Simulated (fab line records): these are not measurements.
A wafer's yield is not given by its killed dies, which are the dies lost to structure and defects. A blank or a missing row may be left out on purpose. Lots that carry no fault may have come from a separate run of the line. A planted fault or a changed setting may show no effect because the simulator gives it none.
Which tool is to blame? + flow nand_harc + Sampling: 6 lots, 18 wafers, 3 of 1302 route steps

## WHAT EACH GAUGE READ, for each wafer
NHARC_A_DECK1_JOINT_THK_MEAS_17: measures by ellipsometry.
| lot  | measured     | on            | thk_nm (nm)    |
|------|--------------|---------------|----------------|
| L633 | day 12 12:46 | film_metro-01 | 45.2 46.8 44.3 |
| L636 | day 14 00:56 | film_metro-01 | 44.1 48.2 46.2 |
| L638 | day 14 11:50 | film_metro-02 | 42.9 44.8 43.3 |
| L642 | day 16 11:50 | film_metro-02 | 44.0 46.5 42.1 |
| L649 | day 18 20:56 | film_metro-01 | 47.3 35.9 44.0 |
| L654 | day 21 12:55 | film_metro-01 | 44.4 47.2 47.0 |

## WHICH TOOL RAN EACH LOT (tool, then ch and the chambers of the sampled wafers, then the start)
| lot  | NHARC_A_CHANNEL_FILL_D1_ETCHBACK_08           | NHARC_A_DECK1_JOINT_DEP_16      |
|------|-----------------------------------------------|---------------------------------|
| L633 | rie_diel-09 ch 0,2,3, day 12 12:25 or earlier | pecvd-02 ch 0,1, day 12 12:25   |
| L636 | rie_diel-05 ch 0,2, day 14 00:40 or earlier   | pecvd-03 ch 1,2, day 14 00:40   |
| L638 | rie_diel-09 ch 0,1,2, day 14 11:28 or earlier | pecvd-02 ch 0,1, day 14 11:28   |
| L642 | rie_diel-03 ch 0,1, day 16 11:16 or earlier   | pecvd-02 ch 0, day 16 11:16     |
| L649 | rie_diel-03 ch 0,1,3, day 18 20:43 or earlier | pecvd-03 ch 0,1,2, day 18 20:43 |
| L654 | rie_diel-09 ch 0,1,3, day 21 12:37 or earlier | pecvd-02 ch 0,2, day 21 12:37   |
- NHARC_A_CHANNEL_FILL_D1_ETCHBACK_08: etches the open film in C4F8, target depth 220 nm, time 110 s.
- NHARC_A_DECK1_JOINT_DEP_16: deposits SiO2, target thk 45 nm.

## THE ANSWER, worked out from the rows above alone
Rule: the usual values come from the lots themselves. The widest of any qualifying gaps counts: lots, ordered by their means at a reading, are off when they make up no more than a third of the lots, leave a main group of 4 or more, and stand apart from it by 3 or more times the standard deviation of that group's means. If all means in a main group match to the digits the tables above print for the reading, that group is not used. Also off: a lot with no number at a reading for which 4 or more lots have one. All remaining lots with rows at the step are treated as sound.
No lot is off at any reading shown: from this, nothing can be told.

## WHAT HAD BEEN PUT IN BY THE SIMULATOR
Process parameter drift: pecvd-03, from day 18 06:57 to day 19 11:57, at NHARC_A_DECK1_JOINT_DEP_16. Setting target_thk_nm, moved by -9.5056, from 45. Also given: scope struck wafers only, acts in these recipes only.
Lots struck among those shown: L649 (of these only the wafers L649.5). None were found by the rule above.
